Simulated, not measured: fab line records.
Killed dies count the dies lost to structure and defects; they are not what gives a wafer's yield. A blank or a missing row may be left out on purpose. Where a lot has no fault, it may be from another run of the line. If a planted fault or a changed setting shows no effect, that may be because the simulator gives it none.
Chamber matching + flow n5Finfet + rieDiel-02 running N5_PMOS_HMC_CHANNEL_EPI_STRIP_33: 4 sister chambers
The step strips in N2/H2. 4 wafers are shown with their chamber, then 7 later ones without.

## WAFERS WITH THEIR CHAMBER
| wafer  | chamber | showerheadPlenumPTorr (Torr) |
|--------|---------|------------------------------|
| L087.3 | 0       | 3.38                         |
| L087.6 | 2       | 3.30                         |
| L090.1 | 3       | 3.46                         |
| L090.3 | 1       | 3.11                         |

## WAFERS MISSING THEIR CHAMBER
| wafer  | showerheadPlenumPTorr (Torr) |
|--------|------------------------------|
| L090.4 | 3.30                         |
| L091.2 | 3.30                         |
| L091.5 | 3.30                         |
| L091.6 | 3.11                         |
| L093.1 | 3.29                         |
| L093.3 | 3.45                         |
| L093.4 | 3.45                         |

## WHICH CHAMBER EACH WENT THROUGH
| wafer  | from the rows above | in truth |
|--------|---------------------|----------|
| L090.4 | 2                   | 2        |
| L091.2 | 2                   | 2        |
| L091.5 | 2                   | 2        |
| L091.6 | 1                   | 1        |
| L093.1 | 2                   | 2        |
| L093.3 | 3                   | 3        |
| L093.4 | 3                   | 3        |
7 of 7 placed correctly. Can't be placed from these rows: 0. 0 placed wrongly.
How it was worked out, from the rows above alone: a wafer's distance from a chamber is the root of the sum, over the readings, of the square of ((its reading less the chamber's mean) divided by the reading's scatter). The wafer belongs to the nearest chamber; if the next one is less than 2 further off, it can't be placed. A chamber's mean is the mean of its shown wafers. The scatter (one wafer shown for each chamber): square how far every hidden wafer sits from the nearest shown wafer, average those squares and take the square root.
